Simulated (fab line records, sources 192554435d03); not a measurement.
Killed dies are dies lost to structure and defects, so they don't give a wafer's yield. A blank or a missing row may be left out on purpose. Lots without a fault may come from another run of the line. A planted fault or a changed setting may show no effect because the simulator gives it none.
fab line records | flow n5_finfet | part 2 of 2: steps 19 to 26 of 26
record lots=5 wafers=15 last_day=15
route steps=1938 shown BEOL_M11@1547
lots that met no fault: from a run of the same line without faults
start_h: hours from the record's first day to the start of the lot's first wafer shown | wait_h: hours since the lot's step before | " the same as in the row above | L1.1+2: a row that stands for several wafers | - no value, or no start given | * or withheld: withheld | < > ~ a bound
route shown NAME@n: a module of which the file shows steps, and the number in the route of the first | usual: mean/standard deviation of fault-free wafers | same: alike in all rows | chamber/n: place in a boat | sites: the reading at each site | _std_site: their standard deviation | _edge_site: outer sites' mean less inner sites' | radius_mm: how far each site lies from the wafer's centre | mask NAME#n: copy n | behind: the tool/chamber that last shaped the wafer | hold: why the lot was held/for how many hours/how that ended | device: the transistor (n, p or np) that didn't switch | end of line: the same wafers' tests at the end of the route | a step without rows: its recipe alone | killed: dies lost to structure and defects at the first sort, not the wafer's yield | map: a wafer's dies, x killed, . not, _ none there
set.NAME: the setting as run; set.NAME@STEP: as run at that earlier step | model.NAME: the simulator's own value behind a step, which no gauge read
lots at some steps of the route; a table a step, a row a wafer
services: from which hour (start_h, from the record's first day; less than 0 if before it) a tool's chamber was out of use, for how many hours, and why
## steps
# step N5_BEOL_M11_EXPOSE_25
# recipe mask_id=V10 na=1.35 source_shape=annular sigma_inner=0.5 sigma_outer=0.8 polarization=unpolarized dose_mj=85.5
# usual stage_vel_mm_s=499.95/0.25
# columns lot.wafer tool chamber start_h wait_h mask stage_vel_mm_s
L074.1 arfi_scanner-03 0 213.49 - V10#0 499.70
L074.5 " 0 " " V10#0 499.73
L074.6 " 0 " " V10#0 499.65
L083.1 arfi_scanner-03 0 264.43 - V10#0 500.34
L083.2 " 0 " " V10#0 499.89
L083.3 " 0 " " V10#0 500.13
L085.1 arfi_scanner-01 0 277.80 - V10#0 499.48
L085.4 " 0 " " V10#0 499.83
L085.5 " 0 " " V10#0 500.34
L089.2 arfi_scanner-02 0 308.14 - V10#0 499.70
L089.3 " 0 " " V10#0 499.67
L089.5 " 0 " " V10#0 499.50
L092.1 arfi_scanner-02 0 313.28 - V10#0 499.61
L092.3 " 0 " " V10#0 499.92
L092.5 " 0 " " V10#0 500.20
# step N5_BEOL_M11_PEB_26
# recipe peb_temp_c=withheld peb_time_s=60 resist=CAR-ArF
# usual exhaust_pa=44.9/0.93
# columns lot.wafer tool chamber start_h wait_h exhaust_pa
L074.1 litho_track-04 0 213.55 0.1 45.1
L074.5 " 0 " " 45.3
L074.6 " 0 " " 44.5
L083.1 litho_track-05 0 264.49 0.1 44.8
L083.2 " 0 " " 44.4
L083.3 " 0 " " 44.6
L085.1 litho_track-01 0 277.86 0.1 44.9
L085.4 " 0 " " 45.1
L085.5 " 0 " " 44.6
L089.2 litho_track-05 0 308.20 0.1 46.4
L089.3 " 0 " " 46.7
L089.5 " 0 " " 45.3
L092.1 litho_track-01 0 313.35 0.1 44.7
L092.3 " 0 " " 45.6
L092.5 " 0 " " 44.6
# step N5_BEOL_M11_DEVELOP_27
# recipe develop_time_s=30 developer=TMAH resist=CAR-ArF rinse_liquid=diw dry=air_spin dev_temp_c=23
# usual exhaust_pa=45.1/0.88
# columns lot.wafer tool chamber start_h wait_h exhaust_pa
L074.1 litho_track-04 0 - - 44.5
L074.5 " 0 " " 45.5
L074.6 " 0 " " 44.7
L083.1 litho_track-05 0 - - 45.2
L083.2 " 0 " " 44.0
L083.3 " 0 " " 44.7
L085.1 litho_track-01 0 - - 44.5
L085.4 " 0 " " 44.4
L085.5 " 0 " " 45.7
L089.2 litho_track-05 0 - - 43.9
L089.3 " 0 " " 43.6
L089.5 " 0 " " 44.7
L092.1 litho_track-01 0 - - 44.9
L092.3 " 0 " " 44.6
L092.5 " 0 " " 44.1
# step N5_BEOL_M11_CD_MEAS_28
# recipe target_cd_nm=70 landing_energy_ev=500 detector=se_inlens polarity=opening
# usual cd_nm=69.9/1.3
# columns lot.wafer tool chamber start_h wait_h cd_nm
L074.1 cd_sem-01 0 213.62 - 70.9
L074.5 " 0 " " 71.4
L074.6 " 0 " " 69.4
L083.1 cd_sem-01 0 264.56 - 69.8
L083.2 " 0 " " 68.7
L083.3 " 0 " " 69.1
L085.1 cd_sem-02 0 277.93 - 71.1
L085.4 " 0 " " 70.1
L085.5 " 0 " " 72.2
L089.2 cd_sem-02 0 308.27 - 68.5
L089.3 " 0 " " 68.2
L089.5 " 0 " " 67.9
L092.1 cd_sem-02 0 313.42 - 70.3
L092.3 " 0 " " 71.4
L092.5 " 0 " " 72.8
# step N5_BEOL_M11_OVL_MEAS_29
# recipe points_per_wafer=44
# usual V10_OVL=-0.4/0.82
# same points_per_wafer=44
# columns lot.wafer tool chamber start_h wait_h V10_OVL[nm]
L074.1 overlay-01 0 213.65 0.0 1.7
L074.5 " 0 " " 1.7
L074.6 " 0 " " -0.8
L083.1 overlay-02 0 264.59 0.0 -1.4
L083.2 " 0 " " -1.2
L083.3 " 0 " " -1.6
L085.1 overlay-01 0 277.96 0.0 -0.6
L085.4 " 0 " " -1.0
L085.5 " 0 " " -1.4
L089.2 overlay-01 0 308.30 0.0 -0.5
L089.3 " 0 " " -0.7
L089.5 " 0 " " -0.2
L092.1 overlay-02 0 313.45 0.0 -0.7
L092.3 " 0 " " -1.3
L092.5 " 0 " " -1.2
# step N5_BEOL_M11_INSPECT_30
# recipe mode=adi inspect_instrument=brightfield
# usual raw_defect_count=434/100
# columns lot.wafer tool chamber start_h wait_h raw_defect_count
L074.1 defect_inspect-02 - 213.68 0.0 376
L074.5 " - " " 518
L074.6 " - " " 536
L083.1 defect_inspect-02 - 264.61 0.0 470
L083.2 " - " " 595
L083.3 " - " " 545
L085.1 defect_inspect-01 - 277.99 0.0 480
L085.4 " - " " 459
L085.5 " - " " 513
L089.2 defect_inspect-01 - 308.32 0.0 402
L089.3 " - " " 498
L089.5 " - " " 349
L092.1 defect_inspect-02 - 313.47 0.0 608
L092.3 " - " " 537
L092.5 " - " " 511
# step N5_BEOL_M11_DESCUM_33
# recipe chemistry=O2 time_s=7.9 source_power_w=50 bias_power_w=20 pressure_mtorr=20 rf_frequency_hz=2.712e+07 temp_c=40 resist=CAR-ArF o2_flow_sccm=225
# usual drypump_motor_current_A=5.7/0.57 oes_product_au=0.79/0.09 rf_fwd_power_W=49.36/0.2 rf_vpp_V=243.0/1.7 showerhead_plenum_p_Torr=2.09/0.09 throttle_valve_pct=20.38/0.21
# columns lot.wafer tool chamber start_h wait_h drypump_motor_current_A oes_product_au rf_fwd_power_W rf_hours_counter_h rf_vpp_V showerhead_plenum_p_Torr throttle_valve_pct
L074.1 rie_diel-05 2 213.94 0.3 6.8 0.79 49.38 112 244.8 2.20 20.00
L074.5 " 2 " " 6.7 0.79 49.35 - 243.7 2.20 19.99
L074.6 " 1 " " 6.1 0.82 49.29 - 244.0 2.20 20.16
L083.1 rie_diel-01 0 264.74 0.1 4.9 0.82 49.09 87 242.8 2.11 20.53
L083.2 " 2 " " 5.0 0.99 49.56 5 242.5 2.04 20.44
L083.3 " 3 " " 5.3 0.67 49.27 229 241.0 1.98 20.45
L085.1 rie_diel-01 3 278.51 0.5 5.4 0.68 49.33 234 241.7 1.98 20.45
L085.4 " 0 " " 4.9 0.83 49.31 92 242.4 2.11 20.54
L085.5 " 1 " " 5.8 0.82 49.01 - 242.9 2.13 20.56
L089.2 rie_diel-03 3 308.35 0.0 5.4 0.93 49.32 13 243.9 2.16 20.16
L089.3 " 2 " " 5.0 0.72 49.38 200 240.4 2.00 20.50
L089.5 " 1 " " 6.1 0.83 49.21 - 242.5 2.02 20.32
L092.1 rie_diel-01 2 313.50 0.0 5.0 0.92 49.34 21 242.2 2.03 20.50
L092.3 " 1 " " 5.8 0.80 48.94 86 243.2 2.12 20.59
L092.5 " 2 " " 5.0 0.94 49.19 - 243.8 2.03 20.48
# step N5_BEOL_M11_ETCH_65
# recipe chemistry=CF4 target=SiARC target_depth_a=390 mask_material=CAR-ArF time_s=65 ion_energy_ev=80 pressure_mtorr=40 source_w=545 bias_w=36 Ar_flow_sccm=100 cf4_flow_sccm=100 ends=cleared
# usual bias_w=36.01/0.11 drypump_motor_current_A=5.7/0.57 etch_rf_on_time_s=64.4/1.4 oes_product_au=0.68/0.076 rf_fwd_power_W=538.1/2.3 rf_vpp_V=183.9/1.4 showerhead_plenum_p_Torr=2.13/0.083 throttle_valve_pct=15.53/0.21
# columns lot.wafer tool chamber start_h wait_h bias_w drypump_motor_current_A etch_rf_on_time_s oes_product_au rf_fwd_power_W rf_hours_counter_h rf_vpp_V showerhead_plenum_p_Torr throttle_valve_pct
L074.1 rie_diel-05 2 213.97 0.0 36.05 6.7 63.6 0.70 536.1 112 185.7 2.23 15.15
L074.5 " 2 " " 36.00 6.8 64.1 0.69 535.2 - 185.6 2.23 15.16
L074.6 " 1 " " 35.95 6.1 66.3 0.70 538.2 - 186.6 2.25 15.39
L083.1 rie_diel-01 0 264.77 0.0 35.99 4.9 63.7 0.72 535.3 87 184.2 2.15 15.60
L083.2 " 2 " " 35.97 5.0 64.9 0.83 539.0 5 184.5 2.11 15.68
L083.3 " 3 " " 36.08 5.4 65.6 0.58 539.8 229 183.6 2.04 15.70
L085.1 rie_diel-01 3 278.55 0.0 36.09 5.4 66.1 0.58 539.1 234 182.4 2.04 15.71
L085.4 " 0 " " 35.96 4.9 64.0 0.72 535.3 92 183.8 2.15 15.61
L085.5 " 1 " " 36.03 5.8 62.7 0.71 533.3 - 184.7 2.16 15.63
L089.2 rie_diel-03 3 308.39 0.0 35.93 5.4 63.8 0.80 538.6 13 182.6 2.19 15.22
L089.3 " 2 " " 36.07 5.1 65.5 0.61 534.3 200 182.4 2.05 15.74
L089.5 " 1 " " 36.01 6.1 65.5 0.70 539.7 - 183.5 2.08 15.50
L092.1 rie_diel-01 2 313.54 0.0 35.88 5.0 65.5 0.79 539.3 21 182.9 2.10 15.69
L092.3 " 1 " " 36.21 5.7 63.6 0.69 533.5 86 184.8 2.16 15.66
L092.5 " 2 " " 35.91 5.0 65.5 0.80 542.6 - 183.9 2.10 15.69
## services
# columns tool chamber start_h hours kind
rie_diel-01 - 191.85 2.8 pm
arfi_scanner-02 - 191.95 0.7 repair
arfi_scanner-02 - 198.85 1.0 pm
rie_diel-01 3 211.88 14.8 repair
arfi_scanner-01 - 218.92 1.3 pm
arfi_scanner-03 - 219.18 1.3 pm
arfi_scanner-03 - 221.44 0.8 pm
rie_metal-01 1 225.19 7.6 repair
arfi_scanner-02 - 229.58 1.0 pm
rie_diel-01 2 230.42 - clean
rie_diel-01 2 230.42 - consumable_replace:focus_ring
rie_diel-01 2 230.42 13.2 scheduled_down
arfi_scanner-02 - 230.95 1.3 pm
rie_diel-03 3 232.01 2.0 repair
arfi_scanner-01 - 254.19 0.8 pm
rie_diel-03 3 266.40 4.3 repair
rie_metal-02 0 273.31 12.5 repair
arfi_scanner-01 - 285.98 0.5 repair
arfi_scanner-02 - 288.39 0.8 pm
rie_diel-05 3 288.80 4.2 repair
rie_diel-03 0 289.36 5.6 repair
arfi_scanner-03 - 301.83 1.0 pm
rie_metal-03 0 302.78 1.7 repair
arfi_scanner-01 - 304.30 3.9 pm
